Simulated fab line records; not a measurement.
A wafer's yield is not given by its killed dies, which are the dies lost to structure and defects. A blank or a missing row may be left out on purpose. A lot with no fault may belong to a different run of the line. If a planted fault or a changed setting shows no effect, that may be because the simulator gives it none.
A struck lot beside a sound one    flow n5Finfet    15 steps out of a route of 1938
Sound: the wafers L128.2, L128.3, L128.6. Struck: wafer L126.4. (L126.6 of the same lot was not struck and is left out.) The cause comes at the end.
At each step with rows: each side's tool, then ch and its chambers, then its first start. Under that, the readings that differ: sound wafers    struck wafers    difference of the means    sigmas: that difference in standard deviations of wafers without a fault.
alike: readings with means less than 2 such deviations apart, plus words and numbers identical on both sides. not compared: withheld readings, readings lacking a value on some wafer, bounds such as >300 that could conceal the same value, and numbers that have no deviation in the record and whose values overlap.
The two part at a step that has a row with sigmas, a row that says differs or no value, or rows on one side only. When numbers do not overlap yet have no deviation, they are printed without sigmas and do not part them. A reading missing from all wafers of one side parts the sides only when that side holds two or more wafers.

first, 1 step without rows for these wafers: N5_HKMG_FIN_ALD_72 (deposits W, target thk 2 nm, pulse time 1 s, purge time 2 s).
N5_HKMG_FIN_W_FILL_22: material W, target thk 60 nm, time 18.2 s.
  sound on cvdW-02 ch 0,1, day 7 14:25; struck on cvdW-02 ch 0, day 7 03:17
  alike: heaterPowerW, throttleValvePct
  not compared: sinceWetCleanH
then, 2 steps without rows for these wafers: N5_HKMG_FIN_PRECLEAN_83 (cleans in DIW, time 57.5 s); N5_HKMG_FIN_SRD_84 (dry time 32 s).
N5_HKMG_FIN_CMP_23: polishes, stops on SiNx, t overpolish 10 s, target thk 46.326 nm.
  sound on cmp-02 ch 0,2, day 7 14:37; struck on cmp-02 ch 1, day 7 03:28
reading               sound              struck  difference  sigmas
edgeZonePressureFrac  0.996 0.992 1.000  1.008   +0.012      +3
  alike: motorCurrentA, overpolishRunS, retainingRingPressureFrac, slurryFlowMlMin, timeToEndpointS
N5_HKMG_FIN_CMP_94: polishes, stops on SiNx, t overpolish 4.7 s, target thk 43.299 nm.
  sound on cmp-02 ch 0,2, day 7 15:02; struck on cmp-02 ch 1, day 7 03:54
  alike: edgeZonePressureFrac, motorCurrentA, retainingRingPressureFrac, slurryFlowMlMin
N5_HKMG_FIN_INSPECT_28: inspects for defects (darkfield).
  sound on defectInspect-01, day 7 15:14; struck on defectInspect-02, day 7 04:06
  alike: rawDefectCount
then, 2 steps without rows for these wafers: N5_GATE_CUT_ETCHBACK_00 (etches W in SF6/Cl2); N5_GATE_CUT_ETCH_56 (etches TiN in Cl2/Ar, target depth 21.6 nm).
N5_GATE_CUT_ETCHBACK_30: etches TiN in Cl2/Ar, target depth 3 nm.
  sound on rieMetal-02 ch 1, day 7 15:42; struck on rieMetal-01 ch 1, day 7 04:21
reading               sound           struck  difference  sigmas
oes_ar_750_au (a.u.)  0.92 0.92 0.92  0.69    -0.23       -2
  alike: drypumpMotorCurrentA, oesProductAu, throttleValvePct
  not compared: rfHoursCounterH
N5_GATE_CUT_VAPOR_ETCH_60: etches HfO2 in BCl3/Cl2.
  sound on rieMetal-02 ch 1, day 7 15:46; struck on rieMetal-01 ch 1, day 7 04:23
  alike: drypumpMotorCurrentA, oesProductAu
N5_GATE_CUT_ETCH_58: etches SiNx in CH3F/O2, target depth 17 nm, time 128.6 s.
  sound on rieDiel-03 ch 0,1,3, day 7 15:58; struck on rieDiel-04 ch 1, day 7 04:26
reading                              sound             struck  difference  sigmas
model.etch.depthNm (nm)              16.44 16.83 16.3  13.48   -3.04       
model.SiNx_of_SDB_ALD_29.thkNm (nm)  24.6 24.6 24.6    25      +0          
  alike: CH3F_flow_sccm, drypumpMotorCurrentA, oesProductAu, rfVppV, showerheadPlenumPTorr, throttleValvePct
  not compared: rfHoursCounterH
then, 1 step without rows for these wafers: N5_GATE_CUT_STRIP_59 (strips in N2/H2, time 20 s).
-- record jumps: 4 days separate the struck wafers' starts on either side; left off in module GATE_CUT, taken up again in module BEOL_M4, whose first shown step is the route's number 1111 --
N5_BEOL_M4_RC_MEAS_101:
  sound on prober-01 ch 0, day 12 00:03; struck on prober-02 ch 0, day 11 09:11
  alike: DIBL_N, DIBL_P, IOFF_N, IOFF_P, ION_N, ION_P, SS_N, SS_P, VT_N, VT_P
N5_PASSIVATION_PROBE_49:
  the record has rows for the sound wafers here (prober-01, day 16 12:37) and none for the struck ones

== WHERE THEY PART ==
At N5_HKMG_FIN_CMP_23 first; at N5_PASSIVATION_PROBE_49 last (within this record only).

WHY: what had been put in by the simulator
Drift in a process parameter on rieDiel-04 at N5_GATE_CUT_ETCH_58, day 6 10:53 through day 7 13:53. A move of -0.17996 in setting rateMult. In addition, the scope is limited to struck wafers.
